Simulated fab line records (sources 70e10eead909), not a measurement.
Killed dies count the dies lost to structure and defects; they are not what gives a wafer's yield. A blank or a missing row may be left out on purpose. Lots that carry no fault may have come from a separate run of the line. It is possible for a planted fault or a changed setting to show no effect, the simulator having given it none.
Matching of chambers ; flow nand-harc ; rie-diel-07 running NHARC_THIN_TSV_ETCHBACK_48: 4 sister chambers
The step etches the open film in C4F8/Ar, target depth 1028.5 nm, time 405.17 s. 8 wafers are shown with their chamber, then 10 later ones without.

## WAFERS, EACH WITH ITS CHAMBER
wafer;chamber;rf-vpp-V (V);chamber-pressure-mTorr (mTorr)
L187.5;1;552;25.033
L193.3;0;552;25.031
L193.6;3;543;25.000
L198.2;1;552;24.958
L198.3;2;544;25.023
L198.5;2;546;25.027
L196.2;3;543;25.026
L196.4;0;548;24.951

## WAFERS MISSING THEIR CHAMBER
wafer;rf-vpp-V (V);chamber-pressure-mTorr (mTorr)
L196.6;551;25.009
L202.2;543;24.985
L202.5;551;25.027
L202.6;551;24.997
L200.4;550;25.012
L200.5;543;24.991
L200.6;543;25.042
L203.3;546;25.050
L203.4;550;24.994
L203.5;545;24.976

## THE CHAMBER EACH PASSED THROUGH
wafer;from the rows above;in truth
L196.6;can't be placed: 1 or 0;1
L202.2;can't be placed: 3 or 2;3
L202.5;can't be placed: 1 or 0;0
L202.6;can't be placed: 1 or 0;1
L200.4;can't be placed: 0 or 1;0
L200.5;can't be placed: 3 or 2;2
L200.6;can't be placed: 3 or 2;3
L203.3;can't be placed: 2 or 3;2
L203.4;can't be placed: 0 or 1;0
L203.5;can't be placed: 2 or 3 or 0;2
Correct placement for 0 of the 10. These rows do not allow placing 10 (true chamber among the candidates in 10). Number placed wrongly: 0.
How it was worked out, from the rows above alone: a wafer's distance from a chamber is the root of the sum, over the readings, of the square of ((its reading less the chamber's mean) divided by the reading's scatter). If the next closest chamber is less than 2 further off than the closest, the wafer can't be placed; otherwise it belongs to the closest. A chamber's mean is the mean of its shown wafers. The scatter: take each reading less its chamber's mean, square it, sum over the shown wafers, divide by the number of wafers less the number of chambers, and take the root.
